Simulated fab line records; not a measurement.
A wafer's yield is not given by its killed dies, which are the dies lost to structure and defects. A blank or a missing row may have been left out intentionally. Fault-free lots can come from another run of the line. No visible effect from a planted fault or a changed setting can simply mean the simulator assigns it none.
Comparing a struck lot with a sound one | flow nand_harc | 14 out of 1302 route steps
Sound: these wafers, L598.1, L598.3, L598.5. The struck wafers were L584.3, L584.4, L584.6. At the end, the cause is stated.
Per side, at each step with rows, come the tool, then ch with its chambers, and then its first start. Under that, the readings that differ: sound wafers | struck wafers | difference of the means | sigmas: that difference in standard deviations of wafers without a fault.
alike: readings with means less than 2 such deviations apart, plus words and numbers identical on both sides. not compared: withheld readings, readings lacking a value on some wafer, bounds such as >300 that could conceal the same value, and numbers that have no deviation in the record and whose values overlap.
Wherever a step has rows on one side only, a row that says differs or no value, or a row with sigmas, the two part there. Non-overlapping numbers with no deviation appear without sigmas and do not part them. A reading that every wafer of one side lacks parts them only if that side has two wafers or more.

first, 1 step without rows for these wafers: NHARC_A_CHANNEL_FILL_D1_SRD_12.
NHARC_A_CHANNEL_FILL_D1_INSPECT_13:
  sound: defect_inspect-01 at day 17 22:31; struck: defect_inspect-02 at day 11 21:29
  alike: raw_defect_count
NHARC_A_DECK1_JOINT_ETCHBACK_07: etches the open film in HBr, target depth 105 nm, time 26.9 s.
  sound on rie_si-02 ch 2,3, day 17 22:35; struck on rie_si-02 ch 0,2,3, day 11 21:33
  alike: chamber_pressure_mTorr, drypump_motor_current_A, oes_product_au, throttle_valve_pct
  not compared: rf_hours_counter_h
then, 7 steps without rows for these wafers: NHARC_A_DECK1_JOINT_ETCH_25 (etches SiO2 in dHF, target depth 0.5 nm); NHARC_A_DECK1_JOINT_ETCH_19 (etches poly-Si in TMAH, target depth 3 nm); NHARC_A_DECK1_JOINT_ETCH_18 (etches SiO2 in dHF, target depth 3 nm); NHARC_A_DECK1_JOINT_WET_08 (chemistry H3PO4, time 86 s); NHARC_A_DECK1_JOINT_ETCH_09 (etches SiO2 in dHF, target depth 5 nm); NHARC_A_DECK1_JOINT_WET_10 (chemistry H3PO4, time 86 s); NHARC_A_DECK1_JOINT_ETCH_11 (etches SiO2 in dHF, target depth 35 nm).
NHARC_A_DECK1_JOINT_CVD_12: deposits poly-Si, target thk 90 nm, time 1800 s.
  sound on lpcvd_poly-02 ch 0, day 18 05:50; struck on lpcvd_poly-01 ch 0, day 12 07:49
  alike: spike_tc_lower_C, zone_power_lower_pct
NHARC_A_DECK1_JOINT_CMP_13: polishes, target thk 51.023 nm.
  sound on cmp-01 ch 0,2,3, day 18 08:44; struck on cmp-01 ch 0,1,3, day 12 12:47
  reading                | sound         | struck         | difference | sigmas
  time_to_endpoint_s (s) | 10.4 10.9 9.3 | 21.7 18.3 22.1 | +10.5      | +4
  alike: edge_zone_pressure_frac, motor_current_A, slurry_flow_ml_min
NHARC_A_DECK1_JOINT_THK_MEAS_14: measures by ellipsometry.
  sound: film_metro-01 at day 18 08:57; struck: film_metro-02 at day 12 13:01
  alike: thk_nm
after that, 1 step had no rows for these wafers: NHARC_END_SORT_01.

## WHERE THEY PART
Within this record, at NHARC_A_DECK1_JOINT_CMP_13 only. Later steps at which nothing parts them and some readings are alike: NHARC_A_DECK1_JOINT_THK_MEAS_14.

WHY: what the simulator had put in
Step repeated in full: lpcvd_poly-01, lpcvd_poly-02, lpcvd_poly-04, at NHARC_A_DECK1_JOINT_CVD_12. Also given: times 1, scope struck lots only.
